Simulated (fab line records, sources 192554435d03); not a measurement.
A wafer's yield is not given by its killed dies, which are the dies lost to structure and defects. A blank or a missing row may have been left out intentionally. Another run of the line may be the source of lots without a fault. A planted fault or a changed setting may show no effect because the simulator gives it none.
Comparing a struck lot with a sound one | flow n5_finfet | 15 steps out of a route of 1938
Sound: wafers L221.1, L221.5, L221.6. Struck: wafer L240.5 (L240.1, L240.3, from the same lot, were not struck and are left out); the cause is given at the end.
Order at every step that has rows: each side's tool, ch and its chambers, its first start. Under that, the readings that differ: sound wafers | struck wafers | difference of the means | sigmas: that difference in standard deviations of wafers without a fault.
alike: readings whose means differ by less than 2 such deviations, and words and numbers that are the same on both sides. not compared: withheld readings, readings that some wafer has no value for, bounds like >300 that may hide the same value, and numbers for which the record gives no deviation and whose values overlap.
Wherever a step has rows on one side only, a row that says differs or no value, or a row with sigmas, the two part there. When numbers do not overlap yet have no deviation, they are printed without sigmas and do not part them. A reading that every wafer of one side lacks parts them only if that side has two wafers or more.

first, 8 steps without rows for these wafers: N5_MIM_TOP_LITHO_HMDS_01 (time 60 s); N5_MIM_TOP_LITHO_COAT_02; N5_MIM_TOP_LITHO_EBR_04; N5_MIM_TOP_LITHO_SOFTBAKE_03 (time 90 s); N5_MIM_TOP_LITHO_EXPOSE_05 (exposes mask MIM TOP, target cd 2000 nm); N5_MIM_TOP_LITHO_PEB_06; N5_MIM_TOP_LITHO_DEVELOP_07 (develop time 60 s); N5_MIM_TOP_LITHO_HARDBAKE_09 (time 120 s).
N5_MIM_TOP_LITHO_CD_MEAS_08 targets a cd of 2000 nm.
  sound on cd_sem-03 ch 0, day 12 00:35; struck on cd_sem-02 ch 0, day 16 18:07
  alike: cd_nm
N5_MIM_TOP_LITHO_OVL_MEAS_11:
  sound on overlay-01 ch 0, day 12 00:37; struck on overlay-01 ch 0, day 16 18:08
  alike: MIM_TOP_OVL
N5_MIM_TOP_LITHO_INSPECT_12: inspects for defects (macro).
  struck on defect_inspect-02, day 16 18:10; sound on defect_inspect-02, day 12 00:38
  alike: raw_defect_count
N5_MIM_TOP_LITHO_DESCUM_10: chemistry O2, time 7.9 s.
  sound on rie_diel-03 ch 0,2,3, day 12 00:47; struck on rie_diel-04 ch 1, day 16 18:20
  alike: drypump_motor_current_A, oes_product_au, rf_vpp_V, showerhead_plenum_p_Torr, throttle_valve_pct
  not compared: rf_hours_counter_h
N5_MIM_TOP_ETCH_ETCH_00: etches TiN in Cl2/BCl3, target depth 38.5 nm.
  sound on rie_metal-01 ch 0,1, day 12 00:52; struck on rie_metal-03 ch 0, day 16 18:25
  reading                                  | sound             | struck | difference | sigmas
  oes_product_au (a.u.)                    | 0.90 0.90 0.76    | 1.04   | +0.19      | +4
  model.MIM_TOP_ETCH.feature_depth_nm (nm) | 38.4 38.4 39.4    | 54.4   | +15.7      |
  model.etch.depth_nm (nm)                 | 38.41 38.39 39.42 | 54.4   | +15.7      |
  alike: drypump_motor_current_A, throttle_valve_pct
  not compared: rf_hours_counter_h, model.coat_of_MIM_TOP_LITHO_COAT_02.thk_nm
N5_MIM_TOP_ETCH_STRIP_01: strips in O2.
  sound on rie_diel-02 ch 2,3, day 12 01:01; struck on rie_diel-02 ch 2, day 16 18:34
  alike: drypump_motor_current_A, oes_product_au, rf_vpp_V, showerhead_plenum_p_Torr, throttle_valve_pct
  not compared: rf_hours_counter_h
N5_PASSIVATION_PROBE_49:
  struck on prober-01, day 17 04:30; sound on prober-01, day 12 10:40
  alike: defect_limited_yield, killed_at_M0_to_M3, killed_at_M4_up, killed_at_contacts, killed_at_front_end, killed_at_other, killed_dies, killed_open, killed_short, sort_bin_5_function, sort_bin_6_memory, sort_n_pass, sort_yield_pct

== WHERE THEY PART ==
Only at N5_MIM_TOP_ETCH_ETCH_00, as far as this record shows. Later steps at which nothing parts them and some readings are alike: N5_MIM_TOP_ETCH_STRIP_01, N5_PASSIVATION_PROBE_49.

WHY: what had been put in by the simulator
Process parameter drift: rie_metal-03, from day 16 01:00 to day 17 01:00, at N5_MIM_TOP_ETCH_ETCH_00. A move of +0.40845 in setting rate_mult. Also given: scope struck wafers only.
